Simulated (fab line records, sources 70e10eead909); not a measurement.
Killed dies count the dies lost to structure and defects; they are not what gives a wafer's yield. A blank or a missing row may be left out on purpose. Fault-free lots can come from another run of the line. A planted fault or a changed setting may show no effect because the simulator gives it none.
3 desks, one fault	flow nandHarc	every desk sees just its own numbers, and what lay behind them comes last

THE TOOL OWNER'S DESK: rieDiel-03
The tool's own readings at NHARC_P_ZERO_WELL_DESCUM_26 (chemistry O2, time 3 s): means of the sampled wafers that have a number, for each lot that ran on this tool. Any lot whose mean is over 4 standard deviations away from the usual mean is out of limits and marked OUT; that distance is given in the brackets.
Columns: A = drypumpMotorCurrentA at NHARC_P_ZERO_WELL_DESCUM_26, usual 5.6 A; B = oesProductAu at NHARC_P_ZERO_WELL_DESCUM_26, usual 1.003 a.u.; C = rfVppV at NHARC_P_ZERO_WELL_DESCUM_26, usual 57.7 V; D = runLengthS at NHARC_P_ZERO_WELL_DESCUM_26, usual 24.0 s; E = showerheadPlenumPTorr at NHARC_P_ZERO_WELL_DESCUM_26, usual 1.91 Torr; F = throttleValvePct at NHARC_P_ZERO_WELL_DESCUM_26, usual 11.311 %
lot	first seen here	A	B	C	D	E	F
L710	day 2 18:39	5.4	1.019	58.3	24.3	1.91	11.315
L714	day 4 10:37	5.7	0.999	57.3	24.8	1.91	11.307
L721	day 7 08:45	5.8	1.013	57.8	24.2	1.90	11.311
L724	day 8 14:47	5.8	1.014	58.1	24.4	1.90	11.314
L725	day 9 03:28	5.4	1.015	57.6	23.8	1.81	11.306
L729	day 10 16:31	5.6	1.014	58.0	24.3	1.88	11.309
L731	day 11 12:40	5.5	1.010	56.4	23.9	1.85	11.311
Result from this desk: across the 7 lots, nothing is out of limits.

FROM THE METROLOGY DESK
Means of the sampled wafers that have a number, per lot and without regard to the tool the lot ran on: this is what the gauges read. Any lot whose mean is over 4 standard deviations away from the usual mean is out of limits and marked OUT; that distance is given in the brackets.
Columns: A = cdNm at NHARC_P_ZERO_WELL_CD_MEAS_52, usual 1999.4 nm
lot	first seen here	A
L710	day 2 21:39	1999.1
L713	day 4 03:46	1999.2
L714	day 4 13:45	1998.2
L721	day 7 11:52	1999.2
L722	day 7 23:04	2000.6
L723	day 8 07:47	1999.4
L724	day 8 17:38	1998.4
L725	day 9 06:22	1998.3
L726	day 9 13:29	1998.3
L728	day 10 13:52	2002.3
L729	day 10 19:38	1998.7
L731	day 11 15:37	2001.1
Result from this desk: across the 12 lots, nothing is out of limits.

THE DEFECT DESK
What the inspections along the route counted, lot by lot: means of the sampled wafers that have a number. Any lot whose mean is over 4 standard deviations away from the usual mean is out of limits and marked OUT; that distance is given in the brackets.
Columns: A = rawDefectCount at NHARC_P_ZERO_WELL_INSPECT_43, usual 13
lot	first seen here	A
L710	day 2 23:30	13
L713	day 4 05:34	6
L714	day 4 15:34	14
L721	day 7 13:40	11
L722	day 8 00:54	9
L723	day 8 09:36	13
L724	day 8 19:28	17
L725	day 9 08:14	17
L726	day 9 15:19	17
L728	day 10 15:40	7
L729	day 10 21:29	9
L731	day 11 17:26	14
Result from this desk: across the 12 lots, nothing is out of limits.

BROUGHT TOGETHER
The desk of the tool owner found nothing out of limits.
From the metrology desk's view, nothing was out of limits.
Nothing out of limits was seen by the defect desk.

WHAT THE SIMULATOR HAD PUT IN
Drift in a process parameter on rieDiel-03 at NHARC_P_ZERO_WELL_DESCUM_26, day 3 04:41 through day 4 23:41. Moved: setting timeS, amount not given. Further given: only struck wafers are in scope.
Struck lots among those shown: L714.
